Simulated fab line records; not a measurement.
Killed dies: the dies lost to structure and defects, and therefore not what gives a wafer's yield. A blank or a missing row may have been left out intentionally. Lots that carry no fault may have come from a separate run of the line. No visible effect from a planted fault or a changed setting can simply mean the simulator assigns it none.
8D (eight disciplines) problem report, filled in by code	flow n5-finfet	the parts of the form that need people (team, actions taken, sign-off) are left out

1. WHAT IS WRONG
oes-product-au at N5_FIN_SAQP_ETCH_64 reads a mean of 1.36 a.u. on 6 wafers of 3 lots; wafers without a fault read 1.01 a.u. with a standard deviation of 0.031. That is +11 standard deviations from the usual mean.
The step: etches SiO2 in CF4, target depth 1.5 nm.
First seen on wafer L723.4, day 6 14:32, on rie-si-05. The record has a number at this step for 12 wafers belonging to 5 lots. Rule for "out" (also "out of limits"): further than 4 standard deviations from the usual mean. The rest of the wafers with a number are treated as sound.

2. WHAT IT IS, WHAT IT ISN'T
question	is	is not
which readings at this step	oes-product-au	bias-w, drypump-motor-current-A
which lots	L723, L724, L728	L709, L717
which wafers of those lots	all that have a number	-
read on which tools	rie-si-05	rie-si-03
when	from day 6 14:32	up to then (6 sound wafers)

3. SUSPECTS, AND WHAT RULES EACH OUT
Counting: any tool at a process step up to the reading is kept as a suspect provided that every lot that is out went through it and no sound lot did after the first of them.
- rie-si-05 at N5_FIN_SAQP_ETCH_64 (etches SiO2 in CF4, target depth 1.5 nm): kept. It processed each lot that is out, first L723 at day 6 14:32, and no sound lot thereafter; up to then, the last sound lot it processed was L717 at day 5 05:32. Out on those wafers are its own readings of oes-product-au.
After counting, what remains is rie-si-05 at N5_FIN_SAQP_ETCH_64.

4. THE CAUSE (what the simulator had put in)
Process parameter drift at N5_FIN_SAQP_ETCH_64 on rie-si-05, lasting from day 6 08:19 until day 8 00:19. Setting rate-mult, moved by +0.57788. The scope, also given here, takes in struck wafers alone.
Only this tool survived the counting.

5. THE CHAIN OF EFFECTS, in route order
Each row: a reading where the mean over the struck wafers with a number is more than 3 standard deviations away from the usual. Only readings for which the record gives a usual standard deviation are gone through. hours: the time from each lot's start at the first step in this table that gives one to its start at this step, as a median over the lots. sigmas: the change in usual standard deviations.
hours	step	reading	usual	on struck wafers	change	sigmas
0	N5_FIN_SAQP_ETCH_64	oes-product-au	1.01 a.u.	1.36	+0.35	+11
The process steps in it:
- N5_FIN_SAQP_ETCH_64: etches SiO2 in CF4, target depth 1.5 nm.
Later steps that measure or inspect, where all struck wafers having a row at the step show a number for every such reading and not one has moved that far: N5_BEOL_M4_RC_MEAS_101.

6. WHAT WOULD HAVE CAUGHT IT SOONER
The fault began at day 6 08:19; the first out-of-limits reading in this record came at day 6 14:32, 6 hours later.
